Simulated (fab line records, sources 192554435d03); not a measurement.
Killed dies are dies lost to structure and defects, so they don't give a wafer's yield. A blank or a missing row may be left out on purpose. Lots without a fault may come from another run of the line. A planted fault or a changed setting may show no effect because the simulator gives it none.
fab line records | flow n5_finfet
record lots=7 wafers=39
route steps=1938 shown BEOL_M3@980 BEOL_M5@1160
start_h: hours from the record's first day to the start of the lot's first wafer shown | wait_h: hours since the lot's step before | " the same as in the row above | L1.1+2: a row that stands for several wafers | - no value, or no start given | * or withheld: withheld | < > ~ a bound
route shown NAME@n: a module of which the file shows steps, and the number in the route of the first | usual: mean/standard deviation of fault-free wafers | same: alike in all rows | chamber/n: place in a boat | sites: the reading at each site | _std_site: their standard deviation | _edge_site: outer sites' mean less inner sites' | radius_mm: how far each site lies from the wafer's centre | mask NAME#n: copy n | behind: the tool/chamber that last shaped the wafer | hold: why the lot was held/for how many hours/how that ended | device: the transistor (n, p or np) that didn't switch | end of line: the same wafers' tests at the end of the route | a step without rows: its recipe alone | killed: dies lost to structure and defects at the first sort, not the wafer's yield | map: a wafer's dies, x killed, . not, _ none there
set.NAME: the setting as run; set.NAME@STEP: as run at that earlier step | model.NAME: the simulator's own value behind a step, which no gauge read
lots whose settings were changed on purpose; a table a step, a row a wafer
## steps
# step N5_BEOL_M3_TRENCH_ETCH_37
# recipe chemistry=C4F6/O2 target_depth_a=555.55 target=SiOC time_s=29.2 ion_energy_ev=250 pressure_mtorr=30 source_w=355 bias_w=185 Ar_flow_sccm=300 C4F6_flow_sccm=10 O2_flow_sccm=10
# columns lot.wafer tool chamber start_h wait_h set.time_s model.BEOL_M3.feature_depth_nm model.etch.depth_nm
L075.1 rie_diel-03 0 - - 12.42 24.2 24.17
L075.2 " 1 " " 29.2 58 58.04
L075.3 " 3 " " 12.42 23 23.03
L075.4 " 0 " " 12.42 24.4 24.37
L075.5 " 3 " " 29.2 54 54.01
L075.6 " 1 " " 29.2 58.2 58.11
L077.1 rie_diel-02 1 - - 29.2 56 55.92
L077.2 " 3 " " 29.2 54.4 54.47
L077.3 " 2 " " 29.2 54.4 54.37
L077.4 " 0 " " 29.2 54.6 54.52
L077.5 " 0 " " 29.2 54.2 54.22
L077.6 " 1 " " 29.2 56 56.02
L078.3 rie_diel-05 2 - - 29.2 54.6 54.59
L078.4 " 3 " " 29.2 54 54.08
L078.6 " 1 " " 29.2 55 54.96
L079.1 rie_diel-03 1 - - 29.2 59.2 59.23
L079.2 " 2 " " 34.9 66.6 66.58
L079.3 " 3 " " 34.9 64.6 64.64
L079.4 " 0 " " 29.2 57.4 57.44
L079.5 " 3 " " 34.9 65.6 65.57
L079.6 " 2 " " 29.2 56.6 56.61
L084.1 rie_diel-02 1 - - 29.2 55.2 55.25
L084.2 " 0 " " 29.2 54.2 54.13
L084.3 " 3 " " 29.2 55 55.05
L084.4 " 3 " " 29.2 54 54.05
L084.5 " 1 " " 29.2 55.2 55.3
L084.6 " 0 " " 29.2 54.4 54.31
L092.1 rie_diel-02 2 - - 29.2 54.6 54.57
L092.2 " 1 " " 29.2 55.6 55.59
L092.3 " 3 " " 16.92 31.8 31.79
L092.4 " 1 " " 16.92 32.2 32.2
L092.5 " 3 " " 16.92 31.6 31.67
L092.6 " 2 " " 29.2 54 54.05
L097.1 rie_diel-02 0 - - 38.52 73.4 73.48
L097.2+6 " 1 " " 38.52 72 71.97
L097.3 " 2 " " 29.2 53.4 53.37
L097.4 " 0 " " 29.2 55.6 55.54
L097.5 " 2 " " 29.2 53.4 53.49
# step N5_BEOL_M3_ETCH_41
# recipe chemistry=CH3F/O2 target=SiCN target_depth_a=299 taper_deg=2 time_s=52.5 ion_energy_ev=120 mask_material=TiN pressure_mtorr=30 source_w=395 bias_w=75 Ar_flow_sccm=150 CH3F_flow_sccm=30 O2_flow_sccm=20
# step N5_BEOL_M3_STRIP_97
# recipe chemistry=N2/H2 time_s=10 power_w=450 temp_c=40 pressure_mtorr=20 rf_frequency_hz=6e+07 bias_power_w=7 n2_flow_sccm=200 h2_flow_sccm=200
# step N5_BEOL_M3_OCD_MEAS_38
# usual trench_depth_nm=55.1/1.3
# columns lot.wafer tool chamber start_h wait_h set.time_s@BEOL_M3_TRENCH_ETCH_37 trench_depth_nm
L075.1 ocd-02 - 153.96 - 12.42 24.5
L075.2 " - " " 29.2 58.2
L075.3 " - " " 12.42 22.6
L075.4 " - " " 12.42 24.4
L075.5 " - " " 29.2 54.6
L075.6 " - " " 29.2 58.6
L077.1 ocd-02 - 162.52 - 29.2 56.7
L077.2 " - " " 29.2 54.8
L077.3 " - " " 29.2 54.0
L077.4 " - " " 29.2 54.5
L077.5 " - " " 29.2 53.8
L077.6 " - " " 29.2 56.1
L078.3 ocd-02 - 185.04 - 29.2 54.7
L078.4 " - " " 29.2 54.1
L078.6 " - " " 29.2 54.9
L079.1 ocd-02 - 197.29 - 29.2 59.2
L079.2 " - " " 34.9 66.4
L079.3 " - " " 34.9 64.7
L079.4 " - " " 29.2 57.7
L079.5 " - " " 34.9 65.4
L079.6 " - " " 29.2 56.7
L084.1 ocd-02 - 220.31 - 29.2 55.9
L084.2 " - " " 29.2 54.0
L084.3 " - " " 29.2 55.5
L084.4 " - " " 29.2 53.4
L084.5 " - " " 29.2 55.1
L084.6 " - " " 29.2 54.2
L092.1 ocd-02 - 268.95 - 29.2 54.3
L092.2 " - " " 29.2 55.2
L092.3 " - " " 16.92 31.3
L092.4 " - " " 16.92 31.5
L092.5 " - " " 16.92 31.6
L092.6 " - " " 29.2 54.3
L097.1 ocd-02 - 302.13 - 38.52 73.3
L097.2 " - " " 38.52 72.2
L097.3 " - " " 29.2 53.7
L097.4 " - " " 29.2 55.6
L097.5 " - " " 29.2 53.8
L097.6 " - " " 38.52 71.8
# step N5_BEOL_M5_TRENCH_ETCH_37
# recipe chemistry=C4F6/O2 target_depth_a=716.52 target=SiCOH_lowk time_s=24.7 ion_energy_ev=250 pressure_mtorr=30 source_w=345 bias_w=185 Ar_flow_sccm=300 C4F6_flow_sccm=10 O2_flow_sccm=10
# columns lot.wafer tool chamber start_h wait_h set.time_s model.etch.depth_nm model.BEOL_M5.feature_depth_nm
L075.1 rie_diel-05 2 - - 24.7 70.28 70.2
L075.2 " 3 " " 24.7 70.02 70
L075.3 " 0 " " 24.7 70.79 70.8
L075.4 " 1 " " 24.7 71.27 71.2
L075.5 " 0 " " 24.7 70.86 70.8
L075.6 " 1 " " 24.7 70.59 70.6
L077.1 rie_diel-05 3 - - 19.21 54.58 54.6
L077.2 " 1 " " 19.21 53.94 54
L077.3 " 2 " " 24.7 70.62 70.6
L077.4 " 0 " " 19.21 54.05 54
L077.5 " 2 " " 24.7 70.1 70.2
L077.6 " 1 " " 24.7 69.82 69.8
L078.3 rie_diel-02 2 - - 24.7 69.94 70
L078.4 " 3 " " 24.7 70.51 70.6
L078.6 " 0 " " 24.7 70.22 70.2
L079.1 rie_diel-05 3 - - 34.48 97.68 97.6
L079.2 " 2 " " 34.48 98.7 98.6
L079.3 " 1 " " 24.7 73.76 73.8
L079.4 " 0 " " 24.7 69.69 69.6
L079.5 " 0 " " 34.48 96.39 96.4
L079.6 " 3 " " 24.7 69.67 69.6
L084.1 rie_diel-03 3 - - 32.16 92.13 92.2
L084.2 " 0 " " 24.7 73.51 73.6
L084.3 " 1 " " 32.16 96.57 96.6
L084.4 " 2 " " 24.7 72.36 72.4
L084.5 " 3 " " 24.7 71.2 71.2
L084.6 " 2 " " 32.16 94.21 94.2
L092.1 rie_diel-03 3 - - 12.71 36.83 36.8
L092.2 " 1 " " 24.7 75.2 75.2
L092.3 " 2 " " 12.71 36.93 37
L092.4 " 0 " " 12.71 37.86 37.8
L092.5 " 3 " " 24.7 71.07 71
L092.6 " 2 " " 24.7 71.94 72
L097.1 rie_diel-03 0 - - 38.34 113.9 114
L097.2 " 2 " " 24.7 71.86 71.8
L097.3 " 3 " " 38.34 109.5 109.6
L097.4 " 1 " " 24.7 74.37 74.4
L097.5 " 0 " " 38.34 113.9 113.8
L097.6 " 1 " " 24.7 74.49 74.4
# step N5_BEOL_M5_ETCH_41
# recipe chemistry=CH3F/O2 target=SiCN target_depth_a=315 taper_deg=2 time_s=56.7 ion_energy_ev=120 mask_material=TiN pressure_mtorr=30 source_w=395 bias_w=75 Ar_flow_sccm=150 CH3F_flow_sccm=30 O2_flow_sccm=20
# step N5_BEOL_M5_STRIP_91
# recipe chemistry=N2/H2 time_s=10 power_w=450 temp_c=40 pressure_mtorr=20 rf_frequency_hz=6e+07 bias_power_w=7 n2_flow_sccm=200 h2_flow_sccm=200
# step N5_BEOL_M5_OCD_MEAS_38
# usual trench_depth_nm=71.2/1.6
# columns lot.wafer tool chamber start_h wait_h set.time_s@BEOL_M5_TRENCH_ETCH_37 trench_depth_nm
L075.1 ocd-02 - 177.56 - 24.7 70.4
L075.2 " - " " 24.7 70.4
L075.3 " - " " 24.7 71.0
L075.4 " - " " 24.7 70.9
L075.5 " - " " 24.7 71.3
L075.6 " - " " 24.7 70.7
L077.1 ocd-02 - 194.33 - 19.21 55.2
L077.2 " - " " 19.21 53.7
L077.3 " - " " 24.7 70.2
L077.4 " - " " 19.21 54.4
L077.5 " - " " 24.7 70.4
L077.6 " - " " 24.7 70.2
L078.3 ocd-02 - 212.87 - 24.7 69.9
L078.4 " - " " 24.7 70.6
L078.6 " - " " 24.7 70.3
L079.1 ocd-02 - 223.78 - 34.48 97.8
L079.2 " - " " 34.48 98.5
L079.3 " - " " 24.7 74.1
L079.4 " - " " 24.7 69.1
L079.5 " - " " 34.48 96.8
L079.6 " - " " 24.7 69.7
L084.1 ocd-02 - 248.48 - 32.16 91.9
L084.2 " - " " 24.7 73.4
L084.3 " - " " 32.16 96.6
L084.4 " - " " 24.7 72.6
L084.5 " - " " 24.7 70.9
L084.6 " - " " 32.16 94.1
L092.1 ocd-02 - 291.96 - 12.71 36.8
L092.2 " - " " 24.7 74.5
L092.3 " - " " 12.71 36.8
L092.4 " - " " 12.71 38.3
L092.5 " - " " 24.7 70.9
L092.6 " - " " 24.7 71.8
L097.1 ocd-01 - 323.37 - 38.34 114.2
L097.2 " - " " 24.7 72.5
L097.3 " - " " 38.34 108.9
L097.4 " - " " 24.7 73.9
L097.5 " - " " 38.34 114.4
L097.6 " - " " 24.7 74.4
# step N5_BEOL_M5_HM_STRIP_39
# recipe chemistry=peroxide_tin_strip material=TiN target_depth_a=250 temp_c=50 time_s=158
# step N5_BEOL_M5_SRD_40
# recipe time_s=30 temp_c=23 rinse_liquid=diw dry=ipa_marangoni
# step N5_BEOL_M5_ECD_50
# recipe material=Cu target_thk_a=3000
# step N5_BEOL_M5_ANNEAL_51
# recipe temp_c=225 time_s=90 ambient=N2
# step N5_BEOL_M5_CMP_52
# recipe stop_on=SiCOH_lowk t_overpolish_s=6.9 down_force_psi=1 platen_rpm=50 clearing_platen_down_force_psi=1.5 clearing_platen_rpm=50 post_cmp_clean=cu_alkaline target_thk_nm=62 clearing_platen_pad_velocity_m_s=0.99484 pad_velocity_m_s=0.99484
# columns lot.wafer tool chamber start_h wait_h set.time_s@BEOL_M5_TRENCH_ETCH_37 model.Cu_of_BEOL_M5_ECD_50.thk_nm
L075.2 cmp-03 3 185.98 0.2 24.7 63.2
L075.1 " 0 " " 24.7 63.8
L075.4 " 1 " " 24.7 63.4
L075.3 " 2 " " 24.7 62.4
L075.5 " 3 " " 24.7 65
L075.6 " 0 " " 24.7 63.6
L077.2 cmp-04 1 200.95 0.2 19.21 44.6
L077.3 " 2 " " 24.7 60.8
L077.1 " 3 " " 19.21 44.4
L077.4 " 0 " " 19.21 44.8
L077.5 " 1 " " 24.7 60.6
L077.6 " 2 " " 24.7 62
L078.3 cmp-04 3 219.83 0.2 24.7 60.4
L078.4+6 " 1,2 " " 24.7 61.2
L079.4 cmp-02 2 230.61 0.1 24.7 59.8
L079.1 " 3 " " 34.48 87.4
L079.2 " 0 " " 34.48 88.6
L079.3 " 1 " " 24.7 65.8
L079.5 " 2 " " 34.48 86.8
L079.6 " 3 " " 24.7 58.6
L084.3 cmp-03 2 255.75 0.2 32.16 88
L084.4 " 3 " " 24.7 64.4
L084.1 " 0 " " 32.16 84.4
L084.2 " 1 " " 24.7 65.8
L084.6 " 2 " " 32.16 86
L084.5 " 3 " " 24.7 63.2
L092.2 cmp-04 2 299.75 0.2 24.7 66.8
L092.4 " 3 " " 12.71 28.2
L092.3 " 0 " " 12.71 28.4
L092.1 " 1 " " 12.71 27.4
L092.5+6 " 2,3 " " 24.7 61.6
L097.2 cmp-03 3 330.15 0.2 24.7 63.8
L097.3 " 0 " " 38.34 101.2
L097.4+6 " 1,0 " " 24.7 65.6
L097.1 " 2 " " 38.34 104.8
L097.5 " 3 " " 38.34 104.4
# step N5_BEOL_M5_THK_MEAS_53
# recipe thk_meas_gauge=xrf reads=Cu_of_BEOL_M5_ECD_50
# usual M5_THK=62.4/2.3
# columns lot.wafer tool chamber start_h wait_h set.time_s@BEOL_M5_TRENCH_ETCH_37 M5_THK[nm]
L075.1 film_metro-01 - 186.28 - 24.7 65.0
L075.2 " - " " 24.7 64.5
L075.3 " - " " 24.7 63.9
L075.4 " - " " 24.7 64.9
L075.5 " - " " 24.7 66.4
L075.6 " - " " 24.7 64.8
L077.1 film_metro-02 - 201.24 - 19.21 45.0
L077.2 " - " " 19.21 45.2
L077.3 " - " " 24.7 61.2
L077.4 " - " " 19.21 45.6
L077.5 " - " " 24.7 61.4
L077.6 " - " " 24.7 63.2
L078.3 film_metro-01 - 220.09 - 24.7 61.2
L078.4 " - " " 24.7 62.2
L078.6 " - " " 24.7 62.3
L079.1 film_metro-02 - 230.91 - 34.48 88.0
L079.2 " - " " 34.48 89.6
L079.3 " - " " 24.7 66.4
L079.4 " - " " 24.7 60.4
L079.5 " - " " 34.48 87.7
L079.6 " - " " 24.7 59.2
L084.1 film_metro-01 - 256.05 - 32.16 84.5
L084.2 " - " " 24.7 65.8
L084.3 " - " " 32.16 88.2
L084.4 " - " " 24.7 64.6
L084.5 " - " " 24.7 63.3
L084.6 " - " " 32.16 86.5
L092.1 film_metro-01 - 300.04 - 12.71 27.7
L092.2 " - " " 24.7 67.2
L092.3 " - " " 12.71 28.8
L092.4 " - " " 12.71 28.5
L092.5 " - " " 24.7 62.4
L092.6 " - " " 24.7 62.0
L097.1 film_metro-01 - 330.44 - 38.34 106.5
L097.2 " - " " 24.7 64.7
L097.3 " - " " 38.34 103.8
L097.4 " - " " 24.7 66.6
L097.5 " - " " 38.34 106.3
L097.6 " - " " 24.7 66.5
# step N5_BEOL_M5_PRE_CLEAN_77
# recipe gas=NH3/H2 time_s=15 temp_c=* rf_power_w=300
# step N5_BEOL_M5_CO_CAP_78
# recipe material=Co target_thk_a=20 temp_c=200 precursor=CCTBA/H2 pressure_torr=30 time_s=102.1
# step N5_BEOL_M5_PRE_CLEAN_55
# recipe gas=NH3 time_s=15 temp_c=withheld rf_power_w=300
# step N5_BEOL_M5_DEP_56
# recipe material=SiCN target_thk_a=80 temp_c=withheld precursor=3MS/NH3 pressure_torr=3 rf_w=202 time_s=14
# step N5_BEOL_M5_RS_MEAS_57
# recipe thk_meas_gauge=four-point-probe reads=Co_of_BEOL_M5_CO_CAP_78+Cu_of_BEOL_M5_ECD_50+Co_of_BEOL_M5_CVD_47+TaN_of_BEOL_M5_ALD_86
# usual M5_RS=0.391/0.017
# columns lot.wafer tool chamber start_h wait_h set.time_s@BEOL_M5_TRENCH_ETCH_37 M5_RS[ohm/sq]
L075.1 film_metro-02 - 186.57 0.1 24.7 0.373
L075.2 " - " " 24.7 0.378
L075.3 " - " " 24.7 0.383
L075.4 " - " " 24.7 0.376
L075.5 " - " " 24.7 0.364
L075.6 " - " " 24.7 0.375
L077.1 film_metro-02 - 201.50 0.0 19.21 0.586
L077.2 " - " " 19.21 0.582
L077.3 " - " " 24.7 0.396
L077.4 " - " " 19.21 0.576
L077.5 " - " " 24.7 0.397
L077.6 " - " " 24.7 0.386
L078.3 film_metro-01 - 220.35 0.1 24.7 0.399
L078.4 " - " " 24.7 0.393
L078.6 " - " " 24.7 0.392
L079.1 film_metro-02 - 231.17 0.0 34.48 0.257
L079.2 " - " " 34.48 0.253
L079.3 " - " " 24.7 0.360
L079.4 " - " " 24.7 0.404
L079.5 " - " " 34.48 0.260
L079.6 " - " " 24.7 0.414
L084.1 film_metro-01 - 256.31 0.0 32.16 0.268
L084.2 " - " " 24.7 0.360
L084.3 " - " " 32.16 0.255
L084.4 " - " " 24.7 0.369
L084.5 " - " " 24.7 0.377
L084.6 " - " " 32.16 0.262
L092.1 film_metro-02 - 300.36 0.0 12.71 1.103
L092.2 " - " " 24.7 0.353
L092.3 " - " " 12.71 1.048
L092.4 " - " " 12.71 1.055
L092.5 " - " " 24.7 0.390
L092.6 " - " " 24.7 0.390
L097.1 film_metro-02 - 330.70 0.0 38.34 0.209
L097.2 " - " " 24.7 0.373
L097.3 " - " " 38.34 0.217
L097.4 " - " " 24.7 0.361
L097.5 " - " " 38.34 0.210
L097.6 " - " " 24.7 0.361
## key
split step=N5_BEOL_M3_TRENCH_ETCH_37 setting=time_s stated=29.2 by=wafer
response step=N5_BEOL_M3_TRENCH_ETCH_37 reading=model.BEOL_M3.feature_depth_nm change=+0.555 per=1% r=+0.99
response step=N5_BEOL_M3_TRENCH_ETCH_37 reading=model.etch.depth_nm change=+0.554 per=1% r=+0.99
response step=N5_BEOL_M3_OCD_MEAS_38 reading=trench_depth_nm change=+0.559 per=1% r=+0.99
split step=N5_BEOL_M5_TRENCH_ETCH_37 setting=time_s stated=24.7 by=wafer
response step=N5_BEOL_M5_TRENCH_ETCH_37 reading=model.etch.depth_nm change=+0.709 per=1% r=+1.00
response step=N5_BEOL_M5_TRENCH_ETCH_37 reading=model.BEOL_M5.feature_depth_nm change=+0.709 per=1% r=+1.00
response step=N5_BEOL_M5_OCD_MEAS_38 reading=trench_depth_nm change=+0.707 per=1% r=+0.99
response step=N5_BEOL_M5_CMP_52 reading=model.Cu_of_BEOL_M5_ECD_50.thk_nm change=+0.704 per=1% r=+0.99
response step=N5_BEOL_M5_THK_MEAS_53 reading=M5_THK change=+0.715 per=1% r=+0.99
response step=N5_BEOL_M5_RS_MEAS_57 reading=M5_RS shape=bent at_lowest=1.069 at_stated=0.380 at_highest=0.212
